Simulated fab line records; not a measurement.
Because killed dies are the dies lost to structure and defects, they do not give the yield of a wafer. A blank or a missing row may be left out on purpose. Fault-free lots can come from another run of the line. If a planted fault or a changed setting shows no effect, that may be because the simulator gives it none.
Which of the tools did it?	flow nand harc	24 lots with 72 wafers sampled at 6 steps, on a route of 1302 steps

WHAT EACH GAUGE READ, for each wafer
The record holds no reading of a measuring or inspecting step that can be judged against a usual standard deviation.

TOOL THAT RAN EACH LOT (tool first, then ch and the chambers of the sampled wafers, then the start)
lot	NHARC_A_STAIRCASE_TRIM_187	NHARC_A_STAIRCASE_ETCH_188	NHARC_A_STAIRCASE_ETCH_190	NHARC_A_STAIRCASE_TRIM_196	NHARC_A_STAIRCASE_TRIM_198	NHARC_A_STAIRCASE_ETCH_201
L074	rie diel-12 ch 1,2,3, day 15 18:44	rie diel-12 ch 0,3, day 15 19:45 or earlier	rie diel-12 ch 0,3, day 15 19:45 or earlier	rie diel-08 ch 0,1,3, day 15 19:45	rie diel-08 ch 1,2,3, no start	rie diel-08 ch 1,2,3, no start
L076	rie diel-07 ch 0,1,2, day 16 14:13	rie diel-07 ch 0,2,3, day 16 15:26 or earlier	rie diel-07 ch 1,3, day 16 15:26 or earlier	rie diel-12 ch 0,2,3, day 16 15:26	rie diel-12 ch 0,1,2, no start	rie diel-12 ch 0,1,3, no start
L075	rie diel-07 ch 1,2,3, day 16 14:51	rie diel-07 ch 1,3, day 16 16:07 or earlier	rie diel-07 ch 1,3, day 16 16:07 or earlier	rie diel-07 ch 1,2,3, day 16 16:07	rie diel-07 ch 1,3, no start	rie diel-07 ch 1,2,3, no start
L077	rie diel-12 ch 1,2,3, day 17 05:41	rie diel-12 ch 0,2,3, day 17 06:43 or earlier	rie diel-12 ch 1,2,3, day 17 06:43 or earlier	rie diel-12 ch 1,3, day 17 06:43	rie diel-12 ch 0,3, no start	rie diel-12 ch 2,3, no start
L079	rie diel-08 ch 1,2,3, day 17 21:50	rie diel-08 ch 0,1,2, day 18 00:32 or earlier	rie diel-08 ch 1,2,3, day 18 00:32 or earlier	rie diel-12 ch 0,1,3, day 18 00:32	rie diel-12 ch 0,1,2, no start	rie diel-12 ch 0,1,2, no start
L078	rie diel-12 ch 0,2,3, day 17 22:58	rie diel-12 ch 0,1,3, day 18 00:11 or earlier	rie diel-12 ch 0,2,3, day 18 00:11 or earlier	rie diel-07 ch 1,2,3, day 18 00:11	rie diel-07 ch 0,1,3, no start	rie diel-07 ch 0,1,3, no start
L080	rie diel-07 ch 1,2,3, day 18 04:29	rie diel-07 ch 0,1,2, day 18 05:35 or earlier	rie diel-07 ch 0,2,3, day 18 05:35 or earlier	rie diel-08 ch 0,1,2, day 18 05:35	rie diel-08 ch 0,1,3, no start	rie diel-08 ch 0,1,2, no start
L081	rie diel-12 ch 0,3, day 19 04:28	rie diel-12 ch 0,1,2, day 19 05:37 or earlier	rie diel-12 ch 1,2,3, day 19 05:37 or earlier	rie diel-07 ch 0,1, day 19 05:37	rie diel-07 ch 1,3, no start	rie diel-07 ch 0,1, no start
L082	rie diel-08 ch 1,2,3, day 19 07:19	rie diel-08 ch 0,2,3, day 19 08:23 or earlier	rie diel-08 ch 0,3, day 19 08:23 or earlier	rie diel-07 ch 1,3, day 19 08:23	rie diel-07 ch 0,1,3, no start	rie diel-07 ch 0,1,3, no start
L083	rie diel-08 ch 2,3, day 19 22:52	rie diel-08 ch 0,1, day 20 00:04 or earlier	rie diel-08 ch 1,2,3, day 20 00:04 or earlier	rie diel-07 ch 0,1,2, day 20 00:04	rie diel-07 ch 0,2,3, no start	rie diel-07 ch 2,3, no start
L084	rie diel-07 ch 0,1,2, day 20 07:50	rie diel-07 ch 0,2, day 20 08:51 or earlier	rie diel-07 ch 0,2,3, day 20 08:51 or earlier	rie diel-08 ch 2,3, day 20 08:51	rie diel-08 ch 1,2, no start	rie diel-08 ch 0,1,3, no start
L085	rie diel-07 ch 1,3, day 20 11:26	rie diel-07 ch 0,1,2, day 20 12:34 or earlier	rie diel-07 ch 0,3, day 20 12:34 or earlier	rie diel-12 ch 1,2,3, day 20 12:34	rie diel-12 ch 1,3, no start	rie diel-12 ch 0,2,3, no start
L087	rie diel-08 ch 0,3, day 20 17:01	rie diel-08 ch 0,1,3, day 20 21:35 or earlier	rie diel-08 ch 0,1, day 20 21:35 or earlier	rie diel-08 ch 0,1,3, day 20 21:35	rie diel-08 ch 1,2,3, no start	rie diel-08 ch 0,3, no start
L086	rie diel-08 ch 1,2,3, day 20 20:25	rie diel-08 ch 0,2,3, day 20 22:07 or earlier	rie diel-08 ch 0,1,2, day 20 22:07 or earlier	rie diel-08 ch 0,1,3, day 20 22:07	rie diel-08 ch 1,2,3, no start	rie diel-08 ch 0,1,3, no start
L088	rie diel-07 ch 0,1,3, day 21 22:48	rie diel-07 ch 1,2,3, day 21 23:50 or earlier	rie diel-07 ch 1,2, day 21 23:50 or earlier	rie diel-07 ch 1,2,3, day 21 23:50	rie diel-07 ch 0,2,3, no start	rie diel-07 ch 1,2, no start
L089	rie diel-12 ch 1,2, day 21 22:55	rie diel-12 ch 0,1,2, day 21 23:56 or earlier	rie diel-12 ch 0,1,3, day 21 23:56 or earlier	rie diel-12 ch 0,1, day 21 23:56	rie diel-12 ch 1,3, no start	rie diel-12 ch 0,2, no start
L090	rie diel-07 ch 0,1,2, day 22 17:47	rie diel-07 ch 0,1, day 22 18:47 or earlier	rie diel-07 ch 0,2,3, day 22 18:47 or earlier	rie diel-07 ch 1,2, day 22 18:47	rie diel-07 ch 1,2, no start	rie diel-07 ch 2,3, no start
L092	rie diel-08 ch 0,1, day 23 05:26	rie diel-08 ch 0,1,2, day 23 09:17 or earlier	rie diel-08 ch 1,2, day 23 09:17 or earlier	rie diel-08 ch 2,3, day 23 09:17	rie diel-08 ch 0,2,3, no start	rie diel-08 ch 0,2, no start
L091	rie diel-07 ch 0,1,2, day 23 05:50	rie diel-07 ch 0,1,3, day 23 08:40 or earlier	rie diel-07 ch 1,3, day 23 08:40 or earlier	rie diel-12 ch 1,2,3, day 23 08:40	rie diel-12 ch 0,3, no start	rie diel-12 ch 1,2, no start
L093	rie diel-12 ch 1,3, day 23 22:46	rie diel-12 ch 1,3, day 23 23:48 or earlier	rie diel-12 ch 0,1,3, day 23 23:48 or earlier	rie diel-12 ch 1,2, day 23 23:48	rie diel-12 ch 0,1,2, no start	rie diel-12 ch 0,3, no start
L094	rie diel-08 ch 0,1,3, day 24 04:11	rie diel-08 ch 0,1,3, day 24 06:05 or earlier	rie diel-08 ch 0,2,3, day 24 06:05 or earlier	rie diel-07 ch 0,2,3, day 24 06:05	rie diel-07 ch 1,3, no start	rie diel-07 ch 2,3, no start
L096	rie diel-07 ch 0,2,3, day 24 23:59	rie diel-07 ch 0,1,3, day 25 01:02 or earlier	rie diel-07 ch 0,1,3, day 25 01:02 or earlier	rie diel-07 ch 0,2,3, day 25 01:02	rie diel-07 ch 0,2,3, no start	rie diel-07 ch 0,1,2, no start
L095	rie diel-12 ch 0,1,2, day 25 00:13	rie diel-12 ch 0,2, day 25 01:13 or earlier	rie diel-12 ch 0,2, day 25 01:13 or earlier	rie diel-12 ch 0,1, day 25 01:13	rie diel-12 ch 2,3, no start	rie diel-12 ch 0,1,2, no start
L097	rie diel-12 ch 0,1,3, day 26 03:11	rie diel-12 ch 1,2, day 26 05:04 or earlier	rie diel-12 ch 0,1,2, day 26 05:04 or earlier	rie diel-12 ch 0,1,3, day 26 05:04	rie diel-12 ch 0,2, no start	rie diel-12 ch 0,1, no start
- NHARC_A_STAIRCASE_TRIM_187: chemistry O2, time 211.2 s.
- NHARC_A_STAIRCASE_ETCH_188: etches the open film in C4F8/O2, target depth 100 nm, time 40.5 s.
- NHARC_A_STAIRCASE_ETCH_190: etches the open film in C4F8/O2, target depth 100 nm, time 40.5 s.
- NHARC_A_STAIRCASE_TRIM_196: chemistry O2, time 211.2 s.
- NHARC_A_STAIRCASE_TRIM_198: chemistry O2, time 211.2 s.
- NHARC_A_STAIRCASE_ETCH_201: etches the open film in C4F8/O2, target depth 100 nm, time 40.5 s.

WHAT THE TOOLS THEMSELVES READ (means of the sampled wafers that have a number; where no wafer has one, the mark that the record gives instead)
NHARC_A_STAIRCASE_TRIM_187. Usual: drypump motor current A 5.8 A, standard deviation 0.38; oes product au 1.000 a.u., standard deviation 0.011; rf vpp V 57.7 V, standard deviation 0.78; showerhead plenum p Torr 3.48 Torr, standard deviation 0.12; throttle valve pct 17.037 %, standard deviation 0.01.
lot	tool	drypump motor current A (A)	oes product au (a.u.)	rf vpp V (V)	showerhead plenum p Torr (Torr)	throttle valve pct (%)	flag
L074	rie diel-12	5.8	0.998	57.6	3.56	17.041	
L076	rie diel-07	6.0	0.998	57.7	3.47	17.037	
L075	rie diel-07	5.7	1.010	57.3	3.43	17.043	
L077	rie diel-12	5.8	0.994	57.8	3.55	17.038	
L079	rie diel-08	5.9	1.001	57.1	3.56	17.037	
L078	rie diel-12	5.9	0.998	57.9	3.56	17.047	
L080	rie diel-07	5.7	1.013	57.6	3.42	17.044	
L081	rie diel-12	5.9	0.998	58.0	3.50	17.033	
L082	rie diel-08	5.9	1.012	58.2	3.56	17.034	
L083	rie diel-08	6.2	1.005	58.9	3.64	17.036	
L084	rie diel-07	6.1	1.002	57.4	3.45	17.027	
L085	rie diel-07	5.8	0.997	58.0	3.37	17.027	
L087	rie diel-08	6.2	0.997	58.3	3.53	17.037	
L086	rie diel-08	5.9	1.005	58.1	3.55	17.042	
L088	rie diel-07	5.7	1.006	57.3	3.40	17.027	
L089	rie diel-12	5.8	0.995	57.6	3.53	17.038	
L090	rie diel-07	6.0	0.994	57.2	3.45	17.037	
L092	rie diel-08	5.7	0.996	58.2	3.31	17.038	
L091	rie diel-07	6.0	1.000	57.8	3.45	17.036	
L093	rie diel-12	5.7	0.990	57.5	3.46	17.039	
L094	rie diel-08	5.9	0.999	58.2	3.61	17.040	
L096	rie diel-07	5.6	1.013	58.0	3.43	17.042	
L095	rie diel-12	5.7	0.997	57.8	3.46	17.029	
L097	rie diel-12	5.8	0.994	57.3	3.46	17.029	

NHARC_A_STAIRCASE_ETCH_188. Usual: oes product au 0.940 a.u., standard deviation 0.014; rf vpp V 894 V, standard deviation 4.3.
lot	tool	oes product au (a.u.)	rf vpp V (V)	flag
L074	rie diel-12	0.953	898	
L076	rie diel-07	0.943	893	
L075	rie diel-07	0.927	891	
L077	rie diel-12	0.954	898	
L079	rie diel-08	0.919	893	
L078	rie diel-12	0.943	895	
L080	rie diel-07	0.940	894	
L081	rie diel-12	0.933	894	
L082	rie diel-08	0.944	896	
L083	rie diel-08	0.928	891	
L084	rie diel-07	0.960	895	
L085	rie diel-07	0.954	893	
L087	rie diel-08	0.936	893	
L086	rie diel-08	0.926	896	
L088	rie diel-07	0.949	891	
L089	rie diel-12	0.937	893	
L090	rie diel-07	0.940	892	
L092	rie diel-08	0.949	892	
L091	rie diel-07	0.918	891	
L093	rie diel-12	0.924	897	
L094	rie diel-08	0.933	898	
L096	rie diel-07	0.943	891	
L095	rie diel-12	0.957	896	
L097	rie diel-12	0.944	896	

NHARC_A_STAIRCASE_ETCH_190. Usual: oes product au 0.941 a.u., standard deviation 0.012; rf vpp V 894 V, standard deviation 4.3.
lot	tool	oes product au (a.u.)	rf vpp V (V)	flag
L074	rie diel-12	0.949	895	
L076	rie diel-07	0.941	892	
L075	rie diel-07	0.929	891	
L077	rie diel-12	0.942	896	
L079	rie diel-08	0.948	898	
L078	rie diel-12	0.930	897	
L080	rie diel-07	0.938	893	
L081	rie diel-12	0.947	896	
L082	rie diel-08	0.939	892	
L083	rie diel-08	0.935	897	
L084	rie diel-07	0.956	893	
L085	rie diel-07	0.944	891	
L087	rie diel-08	0.930	890	
L086	rie diel-08	0.944	891	
L088	rie diel-07	0.949	891	
L089	rie diel-12	0.939	894	
L090	rie diel-07	0.937	892	
L092	rie diel-08	0.958	897	
L091	rie diel-07	0.936	889	
L093	rie diel-12	0.931	894	
L094	rie diel-08	0.942	901	
L096	rie diel-07	0.950	891	
L095	rie diel-12	0.945	894	
L097	rie diel-12	0.927	893	

NHARC_A_STAIRCASE_TRIM_196. Usual: drypump motor current A 5.8 A, standard deviation 0.4; oes product au 0.996 a.u., standard deviation 0.011; rf vpp V 57.7 V, standard deviation 0.85; showerhead plenum p Torr 3.47 Torr, standard deviation 0.11; throttle valve pct 17.037 %, standard deviation 0.0089.
lot	tool	drypump motor current A (A)	oes product au (a.u.)	rf vpp V (V)	showerhead plenum p Torr (Torr)	throttle valve pct (%)	flag
L074	rie diel-08	5.9	0.996	57.9	3.46	17.028	
L076	rie diel-12	5.9	1.000	57.7	3.57	17.034	
L075	rie diel-07	5.7	0.997	57.8	3.43	17.042	
L077	rie diel-12	5.9	0.999	57.1	3.55	17.040	
L079	rie diel-12	5.8	0.988	57.3	3.49	17.038	
L078	rie diel-07	5.7	1.010	57.2	3.42	17.032	
L080	rie diel-08	5.7	1.008	58.5	3.44	17.040	
L081	rie diel-07	6.1	0.994	57.7	3.42	17.032	
L082	rie diel-07	5.4	0.995	57.7	3.37	17.041	
L083	rie diel-07	6.1	1.000	58.2	3.45	17.035	
L084	rie diel-08	6.1	1.004	58.3	3.62	17.045	
L085	rie diel-12	5.8	0.990	57.4	3.54	17.034	
L087	rie diel-08	5.9	1.006	57.9	3.44	17.038	
L086	rie diel-08	5.9	1.001	57.2	3.44	17.035	
L088	rie diel-07	5.7	0.995	57.3	3.41	17.036	
L089	rie diel-12	5.7	0.982	56.4	3.40	17.038	
L090	rie diel-07	6.0	0.997	58.1	3.45	17.037	
L092	rie diel-08	6.3	1.003	57.3	3.63	17.042	
L091	rie diel-12	5.8	0.993	57.7	3.52	17.043	
L093	rie diel-12	5.8	0.999	58.9	3.52	17.037	
L094	rie diel-07	5.6	0.980	58.0	3.43	17.031	
L096	rie diel-07	5.5	0.993	58.4	3.43	17.036	
L095	rie diel-12	5.7	0.995	57.8	3.39	17.037	
L097	rie diel-12	5.8	0.982	58.1	3.46	17.042	

NHARC_A_STAIRCASE_TRIM_198. Usual: drypump motor current A 5.8 A, standard deviation 0.39; oes product au 0.998 a.u., standard deviation 0.012; rf vpp V 57.7 V, standard deviation 0.78; showerhead plenum p Torr 3.48 Torr, standard deviation 0.11; throttle valve pct 17.036 %, standard deviation 0.0081.
lot	tool	drypump motor current A (A)	oes product au (a.u.)	rf vpp V (V)	showerhead plenum p Torr (Torr)	throttle valve pct (%)	flag
L074	rie diel-08	5.9	0.992	57.2	3.57	17.036	
L076	rie diel-12	5.7	0.991	57.8	3.50	17.039	
L075	rie diel-07	5.3	1.000	57.6	3.38	17.031	
L077	rie diel-12	6.0	0.993	57.5	3.56	17.035	
L079	rie diel-12	5.8	0.991	57.3	3.49	17.034	
L078	rie diel-07	5.7	0.987	57.7	3.42	17.032	
L080	rie diel-08	5.9	0.997	57.8	3.45	17.043	
L081	rie diel-07	5.8	1.004	57.4	3.38	17.033	
L082	rie diel-07	5.7	0.997	57.4	3.41	17.026	
L083	rie diel-07	5.6	1.004	58.0	3.45	17.034	
L084	rie diel-08	5.8	1.001	57.3	3.54	17.041	
L085	rie diel-12	5.9	0.981	57.8	3.54	17.036	
L087	rie diel-08	5.9	1.009	57.4	3.55	17.032	
L086	rie diel-08	5.9	0.999	57.9	3.55	17.034	
L088	rie diel-07	5.6	0.995	57.7	3.44	17.039	
L089	rie diel-12	5.8	0.992	58.2	3.46	17.039	
L090	rie diel-07	6.2	0.997	56.9	3.42	17.034	
L092	rie diel-08	6.0	1.008	57.4	3.50	17.032	
L091	rie diel-12	5.9	0.987	59.0	3.54	17.042	
L093	rie diel-12	5.7	0.997	58.2	3.47	17.037	
L094	rie diel-07	5.8	1.000	57.7	3.36	17.031	
L096	rie diel-07	5.6	1.006	57.6	3.43	17.033	
L095	rie diel-12	5.9	0.990	58.5	3.58	17.038	
L097	rie diel-12	5.8	1.011	57.4	3.47	17.037	

NHARC_A_STAIRCASE_ETCH_201. Usual: oes product au 0.941 a.u., standard deviation 0.013; rf vpp V 894 V, standard deviation 4.
lot	tool	oes product au (a.u.)	rf vpp V (V)	flag
L074	rie diel-08	0.935	898	
L076	rie diel-12	0.948	895	
L075	rie diel-07	0.944	892	
L077	rie diel-12	0.928	900	
L079	rie diel-12	0.937	895	
L078	rie diel-07	0.940	892	
L080	rie diel-08	0.953	893	
L081	rie diel-07	0.934	893	
L082	rie diel-07	0.937	892	
L083	rie diel-07	0.948	894	
L084	rie diel-08	0.949	893	
L085	rie diel-12	0.947	896	
L087	rie diel-08	0.929	890	
L086	rie diel-08	0.949	894	
L088	rie diel-07	0.928	892	
L089	rie diel-12	0.932	896	
L090	rie diel-07	0.945	893	
L092	rie diel-08	0.939	894	
L091	rie diel-12	0.952	894	
L093	rie diel-12	0.923	896	
L094	rie diel-07	0.955	892	
L096	rie diel-07	0.957	893	
L095	rie diel-12	0.949	894	
L097	rie diel-12	0.928	892	

THE ANSWER, worked out from the rows above alone
Rule: take the mean of a lot's wafers that have a number; if it is more than 3 standard deviations from the usual mean, the lot is off. A lot without any number at a reading at which 4 lots or more have one is off too. All remaining lots with rows at the step are treated as sound. After the gauges, taken in route order, come the tools' own readings; for these a lot's mean is taken, as printed above. The first step at which some lot is off is used, and at that step the reading that is off furthest; a lot without a number counts as furthest.
None of the lots is off at any reading shown; this tells nothing.

WHAT THE SIMULATOR HAD PUT IN
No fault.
